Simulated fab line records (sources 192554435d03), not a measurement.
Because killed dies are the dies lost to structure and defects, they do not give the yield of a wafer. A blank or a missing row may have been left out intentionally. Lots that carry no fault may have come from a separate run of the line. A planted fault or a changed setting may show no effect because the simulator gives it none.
What tool caused it? :: flow n5 finfet :: 12 lots, 36 wafers sampled, at 6 steps of a route of 1938

== WHAT EACH GAUGE READ, for each wafer ==
N5_BEOL_M5_CD_MEAS_18: pitch 56 nm, target cd 28 nm.
lot: L075
measured: day 8 09:10
on: cd sem-02
cd nm (nm): 28.2 28.8 28.1

lot: L077
measured: day 8 18:13
on: cd sem-03
cd nm (nm): 28.4 28.3 28.0

lot: L079
measured: day 9 04:29
on: cd sem-02
cd nm (nm): 27.6 28.2 27.8

lot: L082
measured: day 9 12:40
on: cd sem-03
cd nm (nm): 28.2 27.9 28.6

lot: L083
measured: day 9 19:40
on: cd sem-01
cd nm (nm): 27.7 28.7 28.2

lot: L088
measured: day 12 23:56
on: cd sem-01
cd nm (nm): 28.1 27.6 28.0

lot: L094
measured: day 13 07:22
on: cd sem-03
cd nm (nm): 28.7 28.7 28.3

lot: L085
measured: day 13 11:34
on: cd sem-01
cd nm (nm): 27.7 27.8 27.7

lot: L092
measured: day 13 22:48
on: cd sem-01
cd nm (nm): 27.8 28.5 27.9

lot: L087
measured: day 14 10:39
on: cd sem-02
cd nm (nm): 27.4 27.9 28.0

lot: L096
measured: day 14 15:11
on: cd sem-01
cd nm (nm): 27.6 28.4 28.4

lot: L097
measured: day 15 08:08
on: cd sem-03
cd nm (nm): 27.7 28.1 28.0

== TOOL THAT RAN EACH LOT (tool first, then ch and the chambers of the sampled wafers, then the start) ==
lot: L075
N5_BEOL_M4_STRIP_36: rie diel-03 ch 1,2,3, day 8 01:16
N5_BEOL_M4_ANNEAL_89: pvd sputter-02, day 8 03:23
N5_BEOL_M4_CO_CAP_55: cvd co-01 ch 0,1,2, day 8 05:08
N5_BEOL_M5_DESCUM_16: rie diel-05 ch 0,1, day 8 08:37
N5_BEOL_M5_ETCH_61: rie diel-05 ch 0,1, day 8 08:40

lot: L077
N5_BEOL_M4_STRIP_36: rie diel-03 ch 0,1,2, day 8 10:44
N5_BEOL_M4_ANNEAL_89: pvd sputter-01, day 8 12:53
N5_BEOL_M4_CO_CAP_55: cvd co-01 ch 0,1,2, day 8 14:37
N5_BEOL_M5_DESCUM_16: rie diel-01 ch 0,1,3, day 8 17:47
N5_BEOL_M5_ETCH_61: rie diel-01 ch 0,1,3, day 8 17:50

lot: L079
N5_BEOL_M4_STRIP_36: rie diel-02 ch 1,2, day 8 20:08
N5_BEOL_M4_ANNEAL_89: pvd sputter-02, day 8 22:44
N5_BEOL_M4_CO_CAP_55: cvd co-01 ch 0,2, day 9 00:25
N5_BEOL_M5_DESCUM_16: rie diel-05 ch 0,2,3, day 9 03:43
N5_BEOL_M5_ETCH_61: rie diel-05 ch 0,2,3, day 9 03:46

lot: L082
N5_BEOL_M4_STRIP_36: rie diel-02 ch 0,2, day 9 05:14
N5_BEOL_M4_ANNEAL_89: pvd sputter-02, day 9 07:53
N5_BEOL_M4_CO_CAP_55: cvd co-02 ch 1,2, day 9 09:50
N5_BEOL_M5_DESCUM_16: rie diel-05 ch 0,1,3, day 9 12:14
N5_BEOL_M5_ETCH_61: rie diel-05 ch 0,1,3, day 9 12:17

lot: L083
N5_BEOL_M4_STRIP_36: rie diel-03 ch 0,2,3, day 9 12:02
N5_BEOL_M4_ANNEAL_89: pvd sputter-02, day 9 14:59
N5_BEOL_M4_CO_CAP_55: cvd co-01 ch 1,2, day 9 16:39
N5_BEOL_M5_DESCUM_16: rie diel-01 ch 0,2,3, day 9 19:14
N5_BEOL_M5_ETCH_61: rie diel-01 ch 0,2,3, day 9 19:17

lot: L088
N5_BEOL_M4_STRIP_36: rie diel-02 ch 0,3, day 12 16:10
N5_BEOL_M4_ANNEAL_89: pvd sputter-03, day 12 19:08
N5_BEOL_M4_CO_CAP_55: cvd co-02 ch 0,2, day 12 20:52
N5_BEOL_M5_DESCUM_16: rie diel-01 ch 0,1,3, day 12 23:31
N5_BEOL_M5_ETCH_61: rie diel-01 ch 0,1,3, day 12 23:34

lot: L094
N5_BEOL_M4_STRIP_36: rie diel-03 ch 0,2, day 12 19:27
N5_BEOL_M4_ANNEAL_89: pvd sputter-01, day 12 23:27
N5_BEOL_M4_CO_CAP_55: cvd co-02 ch 1,2, day 13 01:08
N5_BEOL_M5_DESCUM_16: rie diel-01 ch 0,2,3, day 13 06:56
N5_BEOL_M5_ETCH_61: rie diel-01 ch 0,2,3, day 13 06:59

lot: L085
N5_BEOL_M4_STRIP_36: rie diel-02 ch 2,3, day 13 01:39
N5_BEOL_M4_ANNEAL_89: pvd sputter-01, day 13 05:32
N5_BEOL_M4_CO_CAP_55: cvd co-01 ch 1,2, day 13 07:13
N5_BEOL_M5_DESCUM_16: rie diel-05 ch 0,1,3, day 13 11:08
N5_BEOL_M5_ETCH_61: rie diel-05 ch 0,1,3, day 13 11:11

lot: L092
N5_BEOL_M4_STRIP_36: rie diel-03 ch 0,1,2, day 13 10:26
N5_BEOL_M4_ANNEAL_89: pvd sputter-03, day 13 14:17
N5_BEOL_M4_CO_CAP_55: cvd co-02 ch 0,1, day 13 19:19
N5_BEOL_M5_DESCUM_16: rie diel-05 ch 0,3, day 13 22:22
N5_BEOL_M5_ETCH_61: rie diel-05 ch 0,3, day 13 22:25

lot: L087
N5_BEOL_M4_STRIP_36: rie diel-03 ch 0,1,3, day 14 03:25
N5_BEOL_M4_ANNEAL_89: pvd sputter-02, day 14 06:10
N5_BEOL_M4_CO_CAP_55: cvd co-02 ch 0,1,2, day 14 07:50
N5_BEOL_M5_DESCUM_16: rie diel-06 ch 1,2,3, day 14 10:12
N5_BEOL_M5_ETCH_61: rie diel-06 ch 1,2,3, day 14 10:15

lot: L096
N5_BEOL_M4_STRIP_36: rie diel-02 ch 0,1, day 14 07:49
N5_BEOL_M4_ANNEAL_89: pvd sputter-03, day 14 10:41
N5_BEOL_M4_CO_CAP_55: cvd co-02 ch 1,2, day 14 12:21
N5_BEOL_M5_DESCUM_16: rie diel-01 ch 0,3, day 14 14:45
N5_BEOL_M5_ETCH_61: rie diel-01 ch 0,3, day 14 14:48

lot: L097
N5_BEOL_M4_STRIP_36: rie diel-02 ch 0,3, day 14 22:44
N5_BEOL_M4_ANNEAL_89: pvd sputter-01, day 15 01:33
N5_BEOL_M4_CO_CAP_55: cvd co-01 ch 0,2, day 15 04:25
N5_BEOL_M5_DESCUM_16: rie diel-05 ch 0,1,3, day 15 07:42
N5_BEOL_M5_ETCH_61: rie diel-05 ch 0,1,3, day 15 07:45
- N5_BEOL_M4_STRIP_36: strips in N2/H2.
- N5_BEOL_M4_ANNEAL_89: time 240 s.
- N5_BEOL_M4_CO_CAP_55: material Co, precursor CCTBA/H2, target thk 2 nm, time 102.1 s.
- N5_BEOL_M5_DESCUM_16: chemistry O2, time 7 s.
- N5_BEOL_M5_ETCH_61: etches SiARC in CF4, target depth 15.6 nm, time 26 s.

== THE ANSWER, worked out from the rows above alone ==
Rule: the usual values come from the lots themselves. The widest of any qualifying gaps counts: lots, ordered by their means at a reading, are off when they make up no more than a third of the lots, leave a main group of 4 or more, and stand apart from it by 3 or more times the standard deviation of that group's means. If all means in a main group match to the digits the tables above print for the reading, that group is not used. A lot without any number at a reading at which 4 lots or more have one is off too. Where the step has rows for the other lots, those lots are counted as sound.
None of the lots is off at any reading shown; this tells nothing.

== WHAT HAD BEEN PUT IN BY THE SIMULATOR ==
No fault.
